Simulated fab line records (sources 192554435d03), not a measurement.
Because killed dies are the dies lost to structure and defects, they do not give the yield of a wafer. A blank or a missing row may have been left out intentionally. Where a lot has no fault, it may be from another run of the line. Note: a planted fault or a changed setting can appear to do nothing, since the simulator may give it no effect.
fab line records	flow n5_finfet
[record] lots = 7	wafers = 21
route steps=1938 shown BEOL_M7@1299 BEOL_M10@1473 BEOL_M11@1575 BEOL_M12@1605
start_h: hours from the record's first day to the start of the lot's first wafer shown	wait_h: hours from the lot's prior step to this one	" unchanged from the row above	L1.1+2: one row covering several wafers at once	- no value, or no start was given	* or withheld: withheld	< > ~ a bound
route shown NAME@n: a module of which the file shows steps, and the number in the route of the first	usual: the fault-free wafers' mean and standard deviation	same: alike in all rows	chamber/n: place in a boat	sites: each site's reading	_std_site: standard deviation of those values	_edge_site: inner sites' mean taken away from outer sites' mean	radius_mm: how far each site lies from the wafer's centre	mask NAME#n: copy n	behind: the last tool/chamber to shape the wafer	hold: cause of the lot's hold/its duration in hours/its outcome	device: transistor that didn't switch, given as n, p or np	end of line: the same wafers' tests at the end of the route	step lacking rows: just its recipe	killed: dies lost to structure and defects at the first sort, not the wafer's yield	map: shows each die of a wafer: x if killed, . if not, _ if none is there
set.NAME: the setting the step ran with; set.NAME@STEP: the setting that earlier step ran with	model.NAME: the simulator's own value behind a step, which no gauge read
lots whose settings were changed on purpose; a table a step, a row a wafer
[[steps]]
[step N5_BEOL_M7_DESCUM_33]
[recipe] chemistry = O2	time_s = 7	source_power_w = 50	bias_power_w = 20	pressure_mtorr = 20	rf_frequency_hz = 2.712e+07	temp_c = 40	resist = CAR-EUV	o2_flow_sccm = 225
lot.wafer	tool	chamber	start_h	wait_h	set.time_s	set.dose_mj@BEOL_M7_EXPOSE_25	model.BEOL_M7.cd_nm	model.CAR-EUV_of_BEOL_M7_COAT_22.thk_nm
L078.1	rie_diel-02	2	204.47	0.0	7.937	45.12	41.6	25.4
L078.2	"	3	"	"	7	45.12	41.6	26
L078.4	"	1	"	"	7	42.5	40	26
L082.1	rie_diel-02	2	237.93	0.6	7	42.5	40	26.2
L082.2	"	3	"	"	7	42.5	40.2	26.2
L082.5	"	3	"	"	7	45.39	41.4	26.2
L084.2	rie_diel-02	3	256.03	0.3	7.663	42.5	40.2	25.8
L084.3	"	1	"	"	7	42.5	40	26.2
L084.6	"	1	"	"	7.663	42.5	40	25.6
L089.2+4+6	rie_diel-03	1,2,1	272.36	0.4	7	42.5	40	26
L091.3	rie_diel-06	0	287.18	0.1	7	42.5	40	26
L091.5	"	1	"	"	7	43.36	41	26.2
L091.6	"	2	"	"	5.435	42.5	39.6	26.8
L094.1	rie_diel-06	2	309.31	0.0	7	42.5	39.8	26
L094.4	"	2	"	"	7	42.5	39.6	26
L094.5	"	1	"	"	7	42.5	40.2	26.2
L095.3	rie_diel-02	2	326.93	0.3	8.041	42.5	40.4	25.6
L095.4	"	1	"	"	7	42.5	40	26
L095.5	"	3	"	"	7	43.88	41	26
[step N5_BEOL_M7_ETCH_72]
[recipe] chemistry = N2/H2	target = underlayer	target_depth_a = 65	mask_material = CAR-EUV	time_s = 5.2	ion_energy_ev = 200	pressure_mtorr = 30	source_w = 840	bias_w = 150	n2_flow_sccm = 200	h2_flow_sccm = 200	ends = cleared
[step N5_BEOL_M7_ETCH_65]
[recipe] chemistry = CF4	target = SiARC	target_depth_a = 156	mask_material = CAR-EUV	time_s = 26	ion_energy_ev = 80	pressure_mtorr = 40	source_w = 545	bias_w = 36	Ar_flow_sccm = 100	cf4_flow_sccm = 100	ends = cleared
lot.wafer	tool	chamber	start_h	wait_h	set.dose_mj@BEOL_M7_EXPOSE_25	set.time_s@BEOL_M7_DESCUM_33	model.BEOL_M7.cd_nm	model.CAR-EUV_of_BEOL_M7_COAT_22.thk_nm
L078.1	rie_diel-02	2	204.52	0.0	45.12	7.937	41.8	10.4
L078.2	"	3	"	"	45.12	7	41.4	11
L078.4	"	1	"	"	42.5	7	40	11.2
L082.1+2	rie_diel-02	2,3	237.98	0.0	42.5	7	40.2	11.2
L082.5	"	3	"	"	45.39	7	41.4	11.2
L084.2	rie_diel-02	3	256.09	0.0	42.5	7.663	40.2	10.6
L084.3	"	1	"	"	42.5	7	40	11.2
L084.6	"	1	"	"	42.5	7.663	39.8	10.6
L089.2+6	rie_diel-03	1	272.41	0.0	42.5	7	39.8	11.2
L089.4	"	2	"	"	42.5	7	40	10.8
L091.3	rie_diel-06	0	287.24	0.0	42.5	7	40.2	11
L091.5	"	1	"	"	43.36	7	41	11.2
L091.6	"	2	"	"	42.5	5.435	39.6	11.8
L094.1+4	rie_diel-06	2	309.36	0.0	42.5	7	39.6	11
L094.5	"	1	"	"	42.5	7	40	11.4
L095.3	rie_diel-02	2	326.98	0.0	42.5	8.041	40.6	10.6
L095.4	"	1	"	"	42.5	7	40	11.2
L095.5	"	3	"	"	43.88	7	41	11
[step N5_BEOL_M7_ETCH_66]
[recipe] chemistry = N2/H2	target = SOC	target_depth_a = 800	overetch_a = 160	mask_material = SiARC	temp_c = 40	time_s = 120	ion_energy_ev = 200	pressure_mtorr = 30	source_w = 840	bias_w = 150	n2_flow_sccm = 200	h2_flow_sccm = 200
[step N5_BEOL_M7_STRIP_69]
[recipe] chemistry = N2/H2	temp_c = 40	n2_flow_sccm = 200	h2_flow_sccm = 200	rf_frequency_hz = 6e+07
[step N5_BEOL_M7_STRIP_73]
[recipe] chemistry = N2/H2	temp_c = 40	n2_flow_sccm = 200	h2_flow_sccm = 200	rf_frequency_hz = 6e+07
[step N5_BEOL_M7_VIA_ETCH_34]
[recipe] chemistry = C4F6/O2	target = SiCOH_lowk	target_depth_a = 1255	mask_material = SOC	taper_deg = 4	time_s = 50.5	ion_energy_ev = 250	pressure_mtorr = 30	source_w = 345	bias_w = 185	Ar_flow_sccm = 300	C4F6_flow_sccm = 10	O2_flow_sccm = 10
lot.wafer	tool	chamber	start_h	wait_h	set.dose_mj@BEOL_M7_EXPOSE_25	model.BEOL_M7.cd_nm
L078.1	rie_diel-02	2	204.65	0.0	45.12	42
L078.2	"	3	"	"	45.12	41.8
L078.4	"	1	"	"	42.5	39.8
L082.1	rie_diel-02	2	238.11	0.0	42.5	40.4
L082.2	"	3	"	"	42.5	40.6
L082.5	"	3	"	"	45.39	41.8
L084.2	rie_diel-02	3	256.21	0.0	42.5	40.4
L084.3+6	"	1	"	"	42.5	39.6
L089.2+6	rie_diel-03	1	272.54	0.0	42.5	40
L089.4	"	2	"	"	42.5	39.8
L091.3	rie_diel-06	0	287.36	0.0	42.5	40.2
L091.5	"	1	"	"	43.36	41
L091.6	"	2	"	"	42.5	39.6
L094.1+4	rie_diel-06	2	309.49	0.0	42.5	39.4
L094.5	"	1	"	"	42.5	40.2
L095.3	rie_diel-02	2	327.11	0.0	42.5	40.6
L095.4	"	1	"	"	42.5	40
L095.5	"	3	"	"	43.88	41.2
[step N5_BEOL_M7_TRENCH_ETCH_37]
[recipe] chemistry = C4F6/O2	target_depth_a = 934.78	target = SiCOH_lowk	time_s = 31.2	ion_energy_ev = 250	pressure_mtorr = 30	source_w = 345	bias_w = 185	Ar_flow_sccm = 300	C4F6_flow_sccm = 10	O2_flow_sccm = 10
lot.wafer	tool	chamber	start_h	wait_h	set.time_s	model.BEOL_M7.feature_depth_nm	model.etch.depth_nm
L078.1	rie_diel-02	2	-	-	27.57	81.8	81.75
L078.2	"	3	"	"	31.2	95.8	95.81
L078.4	"	1	"	"	27.57	84.8	84.84
L082.1	rie_diel-02	2	-	-	31.2	93	93.05
L082.2	"	3	"	"	31.2	96	96.01
L082.5	"	3	"	"	33.12	102.2	102.1
L084.2	rie_diel-02	3	-	-	31.2	96.2	96.13
L084.3	"	1	"	"	31.2	95.6	95.51
L084.6	"	1	"	"	31.2	95.8	95.81
L089.2	rie_diel-03	1	-	-	29.17	85.2	85.25
L089.4	"	2	"	"	29.17	89.2	89.23
L089.6	"	1	"	"	31.2	91	90.96
L091.3	rie_diel-06	0	-	-	31.2	92.2	92.14
L091.5	"	1	"	"	31.2	91.6	91.66
L091.6	"	2	"	"	28.07	85.6	85.64
L094.1	rie_diel-06	2	-	-	31.2	94.6	94.58
L094.4	"	2	"	"	31.2	95	94.98
L094.5	"	1	"	"	31.2	91.4	91.46
L095.3	rie_diel-02	2	-	-	31.2	93	93.07
L095.4	"	1	"	"	31.2	95.6	95.53
L095.5	"	3	"	"	31.2	95.6	95.62
[step N5_BEOL_M7_ETCH_41]
[recipe] chemistry = CH3F/O2	target = SiCN	target_depth_a = 319	taper_deg = 2	time_s = 57.8	ion_energy_ev = 120	mask_material = TiN	pressure_mtorr = 30	source_w = 395	bias_w = 75	Ar_flow_sccm = 150	CH3F_flow_sccm = 30	O2_flow_sccm = 20
[step N5_BEOL_M7_STRIP_80]
[recipe] chemistry = N2/H2	time_s = 10	power_w = 450	temp_c = 40	pressure_mtorr = 20	rf_frequency_hz = 6e+07	bias_power_w = 7	n2_flow_sccm = 200	h2_flow_sccm = 200
[step N5_BEOL_M7_OCD_MEAS_38]
[usual] trench_depth_nm = 93.7/2.1
lot.wafer	tool	chamber	start_h	wait_h	set.time_s@BEOL_M7_TRENCH_ETCH_37	trench_depth_nm
L078.1	ocd-01	-	204.90	-	27.57	81.7
L078.2	"	-	"	"	31.2	95.7
L078.4	"	-	"	"	27.57	84.7
L082.1	ocd-02	-	238.36	-	31.2	92.4
L082.2	"	-	"	"	31.2	95.5
L082.5	"	-	"	"	33.12	102.3
L084.2	ocd-02	-	256.47	-	31.2	96.3
L084.3	"	-	"	"	31.2	95.7
L084.6	"	-	"	"	31.2	96.3
L089.2	ocd-01	-	272.79	-	29.17	85.0
L089.4	"	-	"	"	29.17	89.3
L089.6	"	-	"	"	31.2	91.2
L091.3	ocd-02	-	287.62	-	31.2	92.3
L091.5	"	-	"	"	31.2	91.2
L091.6	"	-	"	"	28.07	85.8
L094.1	ocd-02	-	309.74	-	31.2	94.6
L094.4	"	-	"	"	31.2	94.9
L094.5	"	-	"	"	31.2	91.4
L095.3	ocd-02	-	327.36	-	31.2	93.5
L095.4	"	-	"	"	31.2	95.6
L095.5	"	-	"	"	31.2	95.3
[step N5_BEOL_M10_PECVD_70]
[recipe] material = SiO2	target_thk_a = 200	temp_c = 400	precursor = TEOS/O2	pressure_torr = 5.5	rf_w = 450	teos_flow_sccm = 53.8	gas = O2	flow_sccm = 3000	time_s = 22.7
lot.wafer	tool	chamber	start_h	wait_h	set.temp_c	model.SiO2_of_BEOL_M10_PECVD_70.thk_nm
L078.1	pecvd-03	0	223.43	0.0	400	19.6
L078.2	"	2	"	"	385.2	21.8
L078.4	"	0	"	"	400	19.8
L082.1	pecvd-01	2	259.84	0.0	400	20
L082.2	"	1	"	"	384.6	22.2
L082.5	"	1	"	"	400	20.4
L084.2	pecvd-01	0	272.25	0.0	393.9	20.2
L084.3	"	1	"	"	400	19.6
L084.6	"	1	"	"	400	19.8
L089.2	pecvd-04	1	292.11	0.0	400	19.4
L089.4	"	0	"	"	393.8	21
L089.6	"	2	"	"	393.8	20.8
L091.3	pecvd-04	0	308.73	0.0	400	20
L091.5+6	"	2,0	"	"	400	20.2
L094.1	pecvd-03	1	329.92	0.0	400	19
L094.4	"	2	"	"	400	20.6
L094.5	"	1	"	"	400	19.6
L095.3+5	pecvd-03	1	347.04	0.0	400	19.2
L095.4	"	0	"	"	408.2	18.6
[step N5_BEOL_M10_ETCH_62]
[recipe] chemistry = N2/H2	target = SOC	target_depth_a = 1100	overetch_a = 220	mask_material = SiARC	temp_c = 40	time_s = 165	ion_energy_ev = 200	pressure_mtorr = 30	source_w = 840	bias_w = 150	n2_flow_sccm = 200	h2_flow_sccm = 200
lot.wafer	tool	chamber	start_h	wait_h	set.time_s	model.SiARC_of_BEOL_M10_COAT_60.thk_nm
L078.1	rie_diel-01	3	225.84	0.0	165	23.2
L078.2	"	1	"	"	135	24.8
L078.4	"	3	"	"	135	24.4
L082.1	rie_diel-04	2	261.96	0.0	165	24
L082.2+5	"	3	"	"	165	23.6
L084.2	rie_diel-04	2	273.61	0.0	132.9	25
L084.3	"	1	"	"	165	23.6
L084.6	"	2	"	"	132.9	24.8
L089.2	rie_diel-05	2	294.19	0.0	165	23.6
L089.4	"	1	"	"	152.6	24.6
L089.6	"	3	"	"	165	23.8
L091.3	rie_diel-01	2	310.81	0.0	136.4	25
L091.5+6	"	1,2	"	"	165	24
L094.1	rie_diel-05	0	332.42	0.0	165	23.4
L094.4	"	1	"	"	165	24
L094.5	"	2	"	"	165	23.6
L095.3	rie_diel-05	0	349.69	0.0	136	24.4
L095.4	"	3	"	"	136	24.8
L095.5	"	0	"	"	136	24.6
[step N5_BEOL_M10_EXPOSE_25]
[recipe] mask_id = V9	na = 1.35	source_shape = annular	sigma_inner = 0.5	sigma_outer = 0.8	polarization = unpolarized	dose_mj = 85.5
lot.wafer	tool	chamber	start_h	wait_h	mask	set.dose_mj
L078.1+4	arfi_scanner-01	0	226.49	-	V9#0	83.07
L078.2	"	0	"	"	V9#0	85.5
L082.1	arfi_scanner-01	0	262.81	-	V9#0	81.32
L082.2+5	"	0	"	"	V9#0	85.5
L084.2+6	arfi_scanner-03	0	274.51	-	V9#0	87.54
L084.3	"	0	"	"	V9#0	85.5
L089.2+6	arfi_scanner-03	0	295.71	-	V9#0	85.5
L089.4	"	0	"	"	V9#0	82.66
L091.3+5+6	arfi_scanner-03	0	313.53	-	V9#0	85.5
L094.1+4+5	arfi_scanner-01	0	334.15	-	V9#0	85.5
L095.3+4+5	arfi_scanner-01	0	350.44	-	V9#0	85.5
[step N5_BEOL_M10_PEB_26]
[recipe] peb_temp_c = withheld	peb_time_s = 60	resist = CAR-ArF
[step N5_BEOL_M10_DEVELOP_27]
[recipe] develop_time_s = 30	developer = TMAH	resist = CAR-ArF	rinse_liquid = diw	dry = air_spin	dev_temp_c = 23
[step N5_BEOL_M10_CD_MEAS_28]
[recipe] target_cd_nm = 70	landing_energy_ev = 500	detector = se_inlens	polarity = opening
[usual] cd_nm = 70.6/1.1
lot.wafer	tool	chamber	start_h	wait_h	set.dose_mj@BEOL_M10_EXPOSE_25	cd_nm
L078.1	cd_sem-03	0	226.62	-	83.07	67.9
L078.2	"	0	"	"	85.5	70.2
L078.4	"	0	"	"	83.07	67.2
L082.1	cd_sem-01	0	262.94	-	81.32	65.3
L082.2	"	0	"	"	85.5	69.2
L082.5	"	0	"	"	85.5	69.7
L084.2	cd_sem-02	0	274.63	-	87.54	74.3
L084.3	"	0	"	"	85.5	71.5
L084.6	"	0	"	"	87.54	72.0
L089.2	cd_sem-03	0	295.83	-	85.5	73.4
L089.4	"	0	"	"	82.66	67.6
L089.6	"	0	"	"	85.5	72.5
L091.3	cd_sem-03	0	313.65	-	85.5	70.1
L091.5	"	0	"	"	85.5	71.9
L091.6	"	0	"	"	85.5	71.4
L094.1	cd_sem-01	0	334.28	-	85.5	71.7
L094.4	"	0	"	"	85.5	72.1
L094.5	"	0	"	"	85.5	70.4
L095.3	cd_sem-02	0	350.56	-	85.5	70.4
L095.4	"	0	"	"	85.5	70.7
L095.5	"	0	"	"	85.5	70.2
[step N5_BEOL_M10_STRIP_77]
[recipe] chemistry = N2/H2	time_s = 10	power_w = 450	temp_c = 40	pressure_mtorr = 20	rf_frequency_hz = 6e+07	bias_power_w = 7	n2_flow_sccm = 200	h2_flow_sccm = 200
[step N5_BEOL_M10_HM_STRIP_39]
[recipe] chemistry = peroxide_tin_strip	material = TiN	target_depth_a = 250	temp_c = 50	time_s = 158
lot.wafer	tool	chamber	start_h	wait_h	set.temp_c@BEOL_M10_PECVD_70	model.SiO2_of_BEOL_M10_PECVD_70.thk_nm
L078.1	wet_bench-06	7	227.24	0.0	400	19.4
L078.2	"	5	"	"	385.2	21.6
L078.4	"	6	"	"	400	19.8
L082.1	wet_bench-06	6	263.72	0.0	400	19.8
L082.2	"	1	"	"	384.6	22
L082.5	"	7	"	"	400	20.2
L084.2	wet_bench-04	4	275.29	0.1	393.9	20
L084.3+6	"	6,3	"	"	400	19.6
L089.2	wet_bench-06	1	296.45	0.0	400	19.4
L089.4	"	6	"	"	393.8	20.8
L089.6	"	5	"	"	393.8	20.6
L091.3+5	wet_bench-04	1,0	314.54	0.0	400	20
L091.6	"	7	"	"	400	20.2
L094.1	wet_bench-05	3	334.90	0.0	400	18.8
L094.4	"	4	"	"	400	20.4
L094.5	"	7	"	"	400	19.4
L095.3	wet_bench-04	7	351.17	0.0	400	19.2
L095.4	"	6	"	"	408.2	18.4
L095.5	"	3	"	"	400	19
[step N5_BEOL_M11_VIA_ETCH_34]
[recipe] chemistry = C4F6/O2	target = SiCOH_lowk	target_depth_a = 1845	mask_material = SOC	taper_deg = 4	time_s = 69.2	ion_energy_ev = 250	pressure_mtorr = 30	source_w = 345	bias_w = 185	Ar_flow_sccm = 300	C4F6_flow_sccm = 10	O2_flow_sccm = 10
lot.wafer	tool	chamber	start_h	wait_h	set.time_s	model.etch.depth_nm	model.SOC_of_BEOL_M11_COAT_63.thk_nm
L078.1	rie_diel-03	1	234.86	0.0	69.2	181.4	91.6
L078.2	"	2	"	"	69.2	189.1	91.4
L078.4	"	3	"	"	69.2	183.9	91.4
L082.1	rie_diel-03	2	272.10	0.0	69.2	191.4	91.8
L082.2	"	0	"	"	69.2	188.1	91.8
L082.5	"	1	"	"	56.39	148.9	93.2
L084.2	rie_diel-02	3	281.25	0.0	69.2	186.1	91.6
L084.3	"	2	"	"	78.94	207.9	90.2
L084.6	"	3	"	"	69.2	185.7	91.8
L089.2	rie_diel-06	2	304.81	0.0	69.2	187.5	92
L089.4	"	2	"	"	83.17	226.4	90.2
L089.6	"	1	"	"	69.2	183.3	92.2
L091.3	rie_diel-03	3	323.59	0.0	76.77	201.9	90.8
L091.5	"	0	"	"	69.2	189.2	91.8
L091.6	"	1	"	"	76.77	200.3	91.2
L094.1	rie_diel-06	2	343.46	0.0	69.2	190.9	92
L094.4	"	0	"	"	69.2	182.3	91.8
L094.5	"	2	"	"	69.2	190.5	91.6
L095.3	rie_diel-03	0	358.21	0.0	69.2	189	92.2
L095.4	"	1	"	"	69.2	189.2	91.8
L095.5	"	0	"	"	61.62	168.1	93.2
[step N5_BEOL_M11_ETCH_41]
[recipe] chemistry = CH3F/O2	target = SiCN	target_depth_a = 426	taper_deg = 2	time_s = 86	ion_energy_ev = 120	mask_material = TiN	pressure_mtorr = 30	source_w = 395	bias_w = 75	Ar_flow_sccm = 150	CH3F_flow_sccm = 30	O2_flow_sccm = 20
lot.wafer	tool	chamber	start_h	wait_h	set.time_s	model.etch.depth_nm
L078.1	rie_diel-03	1	-	-	86	32.01
L078.2	"	2	"	"	86	33.21
L078.4	"	3	"	"	86	32.22
L082.1	rie_diel-03	2	-	-	86	33.58
L082.2	"	0	"	"	86	32.93
L082.5	"	1	"	"	86	31.95
L084.2	rie_diel-02	3	-	-	86	32.64
L084.3	"	2	"	"	86	31.92
L084.6	"	3	"	"	80.2	30.51
L089.2	rie_diel-06	2	-	-	86	33.47
L089.4	"	2	"	"	74.87	28.88
L089.6	"	1	"	"	74.87	27.75
L091.3	rie_diel-03	3	-	-	86	32.1
L091.5	"	0	"	"	86	33.68
L091.6	"	1	"	"	86	32.26
L094.1	rie_diel-06	2	-	-	86	33.32
L094.4	"	0	"	"	86	32.2
L094.5	"	2	"	"	86	33.43
L095.3	rie_diel-03	0	-	-	80.91	31.62
L095.4	"	1	"	"	86	33.52
L095.5	"	0	"	"	86	33.38
[step N5_BEOL_M12_COAT_04]
[recipe] spin_rpm = 1625	resist_thk_nm = 400
lot.wafer	tool	chamber	start_h	wait_h	set.spin_rpm	model.coat_of_BEOL_M12_COAT_04.thk_nm
L078.1	litho_track-01	0	-	-	1625	400.4
L078.2	"	0	"	"	1625	401.6
L078.4	"	0	"	"	1479	420.4
L082.1	litho_track-02	0	-	-	1443	424.6
L082.2	"	0	"	"	1443	424
L082.5	"	0	"	"	1625	399.2
L084.2	litho_track-03	0	-	-	1625	399.8
L084.3	"	0	"	"	1711	391.6
L084.6	"	0	"	"	1711	391
L089.2	litho_track-03	0	-	-	1625	400
L089.4	"	0	"	"	1625	400.4
L089.6	"	0	"	"	1625	401.8
L091.3	litho_track-03	0	-	-	1625	399.8
L091.5+6	"	0	"	"	1489	418.4
L094.1	litho_track-01	0	-	-	1625	401.4
L094.4+5	"	0	"	"	1625	402.2
L095.3	litho_track-02	0	-	-	1625	400.2
L095.4	"	0	"	"	1732	389
L095.5	"	0	"	"	1625	399.8
[step N5_BEOL_M12_DESCUM_15]
[recipe] chemistry = O2	time_s = 7.9	source_power_w = 50	bias_power_w = 20	pressure_mtorr = 20	rf_frequency_hz = 2.712e+07	temp_c = 40	o2_flow_sccm = 225
lot.wafer	tool	chamber	start_h	wait_h	set.time_s
L078.1+2	rie_diel-05	3,1	240.74	0.0	8.642
L078.4	"	0	"	"	7.9
L082.1+5	rie_diel-01	1,3	275.74	0.1	7.9
L082.2	"	0	"	"	6.892
L084.2+3	rie_diel-01	1,3	284.92	0.1	7.211
L084.6	"	2	"	"	7.9
L089.2+4	rie_diel-04	0	308.39	0.0	6.459
L089.6	"	1	"	"	7.9
L091.3+5	rie_diel-05	3,0	326.64	0.0	7.9
L091.6	"	3	"	"	6.76
L094.1+4+5	rie_diel-04	2,1,0	347.31	0.0	7.9
L095.3+5	rie_diel-01	3,1	363.06	0.1	7.375
L095.4	"	2	"	"	7.9
[step N5_BEOL_M12_ETCH_59]
[recipe] chemistry = N2/H2	target = BARC	target_depth_a = 890	overetch_a = 267	time_s = 67.9	ion_energy_ev = 200	pressure_mtorr = 30	source_w = 840	bias_w = 150	n2_flow_sccm = 200	h2_flow_sccm = 200
[step N5_BEOL_M12_VIA_ETCH_16]
[recipe] chemistry = C4F8/O2/Ar	target = SiOC	pressure_mtorr = 30	source_w = 3000	bias_w = 700	Ar_flow_sccm = 400	C4F8_flow_sccm = 15	O2_flow_sccm = 8	he_inner_torr = 15	he_outer_torr = 30	target_depth_a = 7248	time_s = withheld	ion_energy_ev = 250	ends = cleared
[step N5_BEOL_M12_STRIP_63]
[recipe] chemistry = N2/H2	power_w = 1000	temp_c = 250	h2_frac = 0.65	overash_fraction = 0.3	pressure_mtorr = 1000	n2_flow_sccm = 1750	h2_flow_sccm = 3250
[usual] strip_time_to_endpoint_s = 42.8/0.86
lot.wafer	tool	chamber	start_h	wait_h	set.spin_rpm@BEOL_M12_COAT_04	strip_time_to_endpoint_s
L078.1	plasma_asher-01	1	241.02	-	1625	42.5
L078.2	"	0	"	"	1625	44.1
L078.4	"	0	"	"	1479	47.3
L082.1	plasma_asher-02	1	276.03	-	1443	49.2
L082.2	"	0	"	"	1443	50.1
L082.5	"	0	"	"	1625	42.2
L084.2	plasma_asher-01	1	285.20	-	1625	44.2
L084.3	"	0	"	"	1711	40.9
L084.6	"	1	"	"	1711	40.6
L089.2	plasma_asher-02	0	308.68	-	1625	42.5
L089.4	"	0	"	"	1625	42.1
L089.6	"	0	"	"	1625	42.8
L091.3	plasma_asher-01	0	326.99	-	1625	42.0
L091.5	"	1	"	"	1489	46.2
L091.6	"	0	"	"	1489	47.2
L094.1	plasma_asher-02	1	347.59	-	1625	42.8
L094.4	"	0	"	"	1625	42.7
L094.5	"	0	"	"	1625	42.3
L095.3	plasma_asher-02	0	363.37	-	1625	43.3
L095.4	"	1	"	"	1732	40.0
L095.5	"	0	"	"	1625	41.7
[[key]]
[split] step = N5_BEOL_M7_DESCUM_33	setting = time_s	stated = 7	by = wafer
[response] step = N5_BEOL_M7_DESCUM_33	reading = model.CAR-EUV_of_BEOL_M7_COAT_22.thk_nm	change = -0.0347	per = 1%	r = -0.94
[response] step = N5_BEOL_M7_ETCH_65	reading = model.CAR-EUV_of_BEOL_M7_COAT_22.thk_nm	change = -0.0385	per = 1%	r = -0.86
[split] step = N5_BEOL_M7_TRENCH_ETCH_37	setting = time_s	stated = 31.2	by = wafer
[response] step = N5_BEOL_M7_TRENCH_ETCH_37	reading = model.BEOL_M7.feature_depth_nm	change = +0.888	per = 1%	r = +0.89
[response] step = N5_BEOL_M7_TRENCH_ETCH_37	reading = model.etch.depth_nm	change = +0.884	per = 1%	r = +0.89
[response] step = N5_BEOL_M7_OCD_MEAS_38	reading = trench_depth_nm	change = +0.896	per = 1%	r = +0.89
[split] step = N5_BEOL_M10_PECVD_70	setting = temp_c	stated = 400	by = wafer
[response] step = N5_BEOL_M10_PECVD_70	reading = model.SiO2_of_BEOL_M10_PECVD_70.thk_nm	change = -0.528	per = 1%	r = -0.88
[response] step = N5_BEOL_M10_HM_STRIP_39	reading = model.SiO2_of_BEOL_M10_PECVD_70.thk_nm	change = -0.512	per = 1%	r = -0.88
[split] step = N5_BEOL_M10_ETCH_62	setting = time_s	stated = 165	by = wafer
[response] step = N5_BEOL_M10_ETCH_62	reading = model.SiARC_of_BEOL_M10_COAT_60.thk_nm	change = -0.0702	per = 1%	r = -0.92
[split] step = N5_BEOL_M10_EXPOSE_25	setting = dose_mj	stated = 85.5	by = wafer
[response] step = N5_BEOL_M10_CD_MEAS_28	reading = cd_nm	change = +1.02	per = 1%	r = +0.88
[split] step = N5_BEOL_M11_VIA_ETCH_34	setting = time_s	stated = 69.2	by = wafer
[response] step = N5_BEOL_M11_VIA_ETCH_34	reading = model.etch.depth_nm	change = +1.9	per = 1%	r = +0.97
[response] step = N5_BEOL_M11_VIA_ETCH_34	reading = model.SOC_of_BEOL_M11_COAT_63.thk_nm	change = -0.0903	per = 1%	r = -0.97
[split] step = N5_BEOL_M11_ETCH_41	setting = time_s	stated = 86	by = wafer
[response] step = N5_BEOL_M11_ETCH_41	reading = model.etch.depth_nm	change = +0.361	per = 1%	r = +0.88
[split] step = N5_BEOL_M12_COAT_04	setting = spin_rpm	stated = 1625	by = wafer
[response] step = N5_BEOL_M12_COAT_04	reading = model.coat_of_BEOL_M12_COAT_04.thk_nm	change = -2.1	per = 1%	r = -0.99
[response] step = N5_BEOL_M12_STRIP_63	reading = strip_time_to_endpoint_s	change = *	per = 1%	r = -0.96
[split] step = N5_BEOL_M12_DESCUM_15	setting = time_s	stated = 7.9	by = wafer
response none clear
split outside_this_file step=N5_BEOL_M7_EXPOSE_25 setting=dose_mj
// split outside_this_file: this setting was split too, and the file shows its column; the key of that split is in another file
